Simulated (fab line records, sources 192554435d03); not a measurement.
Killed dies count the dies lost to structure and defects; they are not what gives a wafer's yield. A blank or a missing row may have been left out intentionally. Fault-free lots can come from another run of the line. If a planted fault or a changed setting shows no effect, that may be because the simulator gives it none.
Chamber matching | flow n5Finfet | N5_BEOL_M8_CURE_75 on uvCure-03: 3 sister chambers
The step cures SiCOH lowk, time 120 s. 22 wafers are shown with their chamber, then 11 later ones without.

== WAFERS, EACH WITH ITS CHAMBER ==
wafer  | chamber | wafer_temp_C_max | lampPowerPct (%)
L074.2 | 2       | 372.3            | 52.30
L074.4 | 2       | 372.3            | 52.27
L074.6 | 2       | 372.3            | 52.36
L075.2 | 1       | 372.0            | 52.30
L075.4 | 1       | 371.8            | 52.34
L075.5 | 1       | 372.0            | 52.38
L078.1 | 0       | 371.2            | 52.30
L078.4 | 0       | 371.2            | 52.26
L078.5 | 0       | 371.6            | 52.23
L082.3 | 2       | 372.1            | 52.37
L082.5 | 2       | 372.6            | 52.32
L082.6 | 2       | 372.1            | 52.35
L083.1 | 2       | 371.1            | 52.29
L083.3 | 2       | 372.1            | 52.37
L083.5 | 2       | 371.7            | 52.32
L089.2 | 0       | 371.4            | 52.30
L089.3 | 0       | 371.4            | 52.33
L089.5 | 0       | 371.3            | 52.21
L092.3 | 2       | 372.1            | 52.28
L092.4 | 2       | 371.5            | 52.29
L092.5 | 2       | 372.3            | 52.34
L090.4 | 1       | 372.2            | 52.38

SIGNATURES, as means of the wafers listed above
reading          | chamber 0 | chamber 1 | chamber 2 | scatter within a chamber
wafer_temp_C_max | 371.350   | 372.000   | 372.042   | 0.331
lampPowerPct     | 52.2717   | 52.3500   | 52.3217   | 0.0392
Rule: for a wafer and a chamber, the distance is found by dividing, reading by reading, the gap between the wafer's reading and the chamber's mean by the reading's scatter, squaring, summing and taking the root. The wafer belongs to the nearest chamber; if the next one is less than 2 further off, it can't be placed. How the scatter is found: for the shown wafers, subtract from each reading the mean of its chamber, square and add these, divide the total by (wafers less chambers), then take the root.

== WAFERS WHOSE CHAMBER IS MISSING ==
wafer  | wafer_temp_C_max | lampPowerPct (%)
L090.5 | 372.8            | 52.31
L090.6 | 372.4            | 52.33
L094.1 | 372.9            | 52.18
L094.2 | 372.0            | 52.33
L094.6 | 372.8            | 52.28
L093.1 | 370.7            | 52.32
L093.2 | 371.4            | 52.27
L093.6 | 371.7            | 52.25
L096.1 | 372.0            | 52.28
L096.2 | 372.0            | 52.45
L096.4 | 372.6            | 52.32

== WHICH CHAMBER EACH WENT THROUGH ==
wafer  | from the rows above          | in truth
L090.5 | can't be placed: 2 or 1      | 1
L090.6 | can't be placed: 2 or 1      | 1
L094.1 | can't be placed: 2 or 1 or 0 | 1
L094.2 | can't be placed: 2 or 1      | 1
L094.6 | can't be placed: 2 or 1 or 0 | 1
L093.1 | can't be placed: 0 or 1 or 2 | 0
L093.2 | 0                            | 0
L093.6 | can't be placed: 0 or 2 or 1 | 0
L096.1 | can't be placed: 2 or 1 or 0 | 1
L096.2 | can't be placed: 1 or 2      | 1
L096.4 | can't be placed: 2 or 1      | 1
1 of 11 placed correctly. Can't be placed from these rows: 10 (the true chamber is among the candidates in 10). Number placed wrongly: 0.
